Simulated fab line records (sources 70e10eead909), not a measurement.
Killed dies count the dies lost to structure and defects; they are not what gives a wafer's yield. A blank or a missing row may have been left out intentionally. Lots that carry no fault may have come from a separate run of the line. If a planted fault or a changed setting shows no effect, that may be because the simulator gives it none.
A lot that was struck, set against a sound lot    flow nand-harc    15 out of 1302 route steps
Sound: these wafers, L858.2, L858.5, L858.6. Struck: wafer L868.6; the same lot's L868.3 was not struck, so it is left out; see the end for the cause.
Order at every step that has rows: each side's tool, ch and its chambers, its first start. Under that, the readings that differ: sound wafers    struck wafers    difference of the means    sigmas: that difference in standard deviations of wafers without a fault.
alike: readings whose means differ by less than 2 such deviations, and words and numbers that are the same on both sides. not compared: withheld readings, readings that some wafer has no value for, bounds like >300 that may hide the same value, and numbers for which the record gives no deviation and whose values overlap.
A row with sigmas, a row that says differs or no value, or rows on one side alone: a step with any of these is where the two part. Numbers that don't overlap but have no deviation are shown without sigmas and don't part them. A reading missing from all wafers of one side parts the sides only when that side holds two or more wafers.

first, 1 step without rows for these wafers: NHARC_A_ONON_D1_DEP_06 (target thk 1000 nm).
NHARC_A_ONON_D1_THK_MEAS_08: measures by ellipsometry.
  sound: film-metro-02 at day 11 01:47; struck: film-metro-01 at day 15 05:23
reading      sound        struck  difference  sigmas
thk-nm (nm)  995 994 995  1017    +22         +3
after that, 1 step with no rows for these wafers: NHARC_A_ONON_D1_DEP_09 (target thk 1000 nm).
NHARC_A_ONON_D1_THK_MEAS_11: measures by ellipsometry.
  sound: film-metro-02 at day 11 02:21; struck: film-metro-02 at day 15 05:57
  alike: thk-nm
after that, 1 step with no rows for these wafers: NHARC_A_ONON_D1_DEP_12 (target thk 1000 nm).
NHARC_A_ONON_D1_THK_MEAS_14: measures by ellipsometry.
  sound: film-metro-02 at day 11 02:55; struck: film-metro-02 at day 15 06:31
reading      sound        struck  difference  sigmas
thk-nm (nm)  985 985 986  1009    +24         +2
then, 2 steps without rows for these wafers: NHARC_A_ONON_D1_ANNEAL_15 (time 3600 s); NHARC_A_ONON_D1_DEP_16 (target thk 1000 nm).
NHARC_A_ONON_D1_THK_MEAS_18: measures by ellipsometry.
  sound: film-metro-01 at day 11 10:31; struck: film-metro-02 at day 15 17:17
  alike: thk-nm
after that, 1 step with no rows for these wafers: NHARC_A_ONON_D1_DEP_19 (target thk 1000 nm).
NHARC_A_ONON_D1_THK_MEAS_21: measures by ellipsometry.
  sound: film-metro-01 at day 11 11:05; struck: film-metro-02 at day 15 17:52
  alike: thk-nm
NHARC_A_ONON_D1_DEP_22: target thk 1000 nm.
  sound on pecvd-onon-01 ch 0, day 11 11:11; struck on pecvd-onon-01 ch 0, day 15 18:02
  alike: n2o-flow-sccm
NHARC_A_ONON_D1_THK_MEAS_24: measures by ellipsometry.
  sound: film-metro-02 at day 11 11:38; struck: film-metro-02 at day 15 18:25
reading      sound        struck  difference  sigmas
thk-nm (nm)  996 993 994  652     -342        -48
after that, 1 step with no rows for these wafers: NHARC_A_ONON_D1_DEP_25 (target thk 1000 nm).
-- the record jumps here: 16 days lie between the struck wafers' starts before and after (it left off in module A_ONON_D1 and takes up again in module END, whose first step shown is number 1302 of the route) --
NHARC_END_SORT_01:
  only the struck wafers appear in the record here, on prober-02 ch 0 at day 31 22:34; the sound ones have no rows

## WHERE THEY PART
Last at NHARC_END_SORT_01 as far as this record goes, first at NHARC_A_ONON_D1_THK_MEAS_08.

WHY: the cause the simulator had injected
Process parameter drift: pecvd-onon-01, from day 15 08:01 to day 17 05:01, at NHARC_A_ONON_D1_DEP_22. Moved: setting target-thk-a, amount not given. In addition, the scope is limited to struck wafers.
